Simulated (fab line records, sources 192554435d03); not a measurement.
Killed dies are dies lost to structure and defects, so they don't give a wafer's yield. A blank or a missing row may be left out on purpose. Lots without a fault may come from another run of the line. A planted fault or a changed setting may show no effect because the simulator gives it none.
Which tool did it? | flow n5_finfet | 11 lots, 32 wafers sampled, at 1 step of a route of 1938

WHAT THE GAUGES READ, wafer by wafer
N5_BEOL_M12_INSPECT_12: inspects for defects (macro).
lot  | measured     | on                | raw_defect_count
L733 | day 10 02:08 | defect_inspect-02 | 1 4 1
L736 | day 11 05:01 | defect_inspect-02 | 3 4 1
L737 | day 11 09:50 | defect_inspect-02 | 5 1 1
L738 | day 11 18:26 | defect_inspect-02 | 1 0 1
L739 | day 11 23:30 | defect_inspect-02 | 3 5 0
L742 | day 12 08:12 | defect_inspect-02 | 0 0 4
L743 | day 12 20:10 | defect_inspect-02 | 5 1
L750 | day 14 16:58 | defect_inspect-01 | 2 0 3
L752 | day 15 08:23 | defect_inspect-02 | 1 2 1
L753 | day 15 15:43 | defect_inspect-01 | 3 2 4
L756 | day 16 08:52 | defect_inspect-02 | 2 1 1

WHICH TOOL RAN EACH LOT (tool, then ch and the chambers of the sampled wafers, then the start)
The record holds no process step before these readings.

THE ANSWER, worked out from the rows above alone
Rule: what is usual is taken from the lots themselves. Put in order of their means at a reading, lots are off if they are a third of the lots or fewer, leave a main group of 4 or more, and stand apart from it by a gap of 3 or more times the standard deviation of the main group's means; of several such gaps the widest counts. A main group whose means are all the same, to the digits that the tables above print for the reading, isn't used. A lot without any number at a reading at which 4 lots or more have one is off too. The other lots that the step has rows for count as sound.
No lot is off at any reading shown: from this, nothing can be told.

WHAT THE SIMULATOR HAD PUT IN
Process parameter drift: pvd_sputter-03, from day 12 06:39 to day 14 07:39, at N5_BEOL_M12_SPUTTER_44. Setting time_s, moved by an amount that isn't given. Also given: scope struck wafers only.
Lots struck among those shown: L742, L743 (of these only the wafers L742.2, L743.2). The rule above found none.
